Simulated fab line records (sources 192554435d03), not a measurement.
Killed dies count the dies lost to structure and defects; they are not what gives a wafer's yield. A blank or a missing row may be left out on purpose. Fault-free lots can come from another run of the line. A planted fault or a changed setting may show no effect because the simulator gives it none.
Matching of chambers ; flow n5Finfet ; 4 sister chambers for N5_SDB_ETCH_25 on rieDiel-06
The step etches SiO2 in C4F6/O2, target depth 10 nm, time 3.3 s. 4 wafers are shown with their chamber, then 7 later ones without.

== EACH WAFER AND ITS CHAMBER ==
wafer;chamber;rfVppV (V)
L080.5;0;660
L081.3;2;690
L086.2;1;674
L086.3;3;662

== WAFERS WITH NO CHAMBER GIVEN ==
wafer;rfVppV (V)
L086.6;662
L088.1;661
L088.2;688
L088.3;673
L089.1;660
L089.3;673
L089.5;690

== WHICH CHAMBER EACH WENT THROUGH ==
wafer;from the rows above;in truth
L086.6;3;3
L088.1;can't be placed: 0 or 3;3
L088.2;2;2
L088.3;1;1
L089.1;0;0
L089.3;1;1
L089.5;2;2
Correctly placed: 6 of 7. From these rows, 1 cannot be placed; in 1 the true chamber is one of the candidates. 0 placed wrongly.
How it was worked out, from the rows above alone: a wafer's distance from a chamber is the root of the sum, over the readings, of the square of ((its reading less the chamber's mean) divided by the reading's scatter). The wafer belongs to the nearest chamber; if the next one is less than 2 further off, it can't be placed. Each chamber's mean is taken over the wafers shown for it. The scatter: root of mean squared gap, hidden wafer to nearest shown wafer, with one shown wafer a chamber.
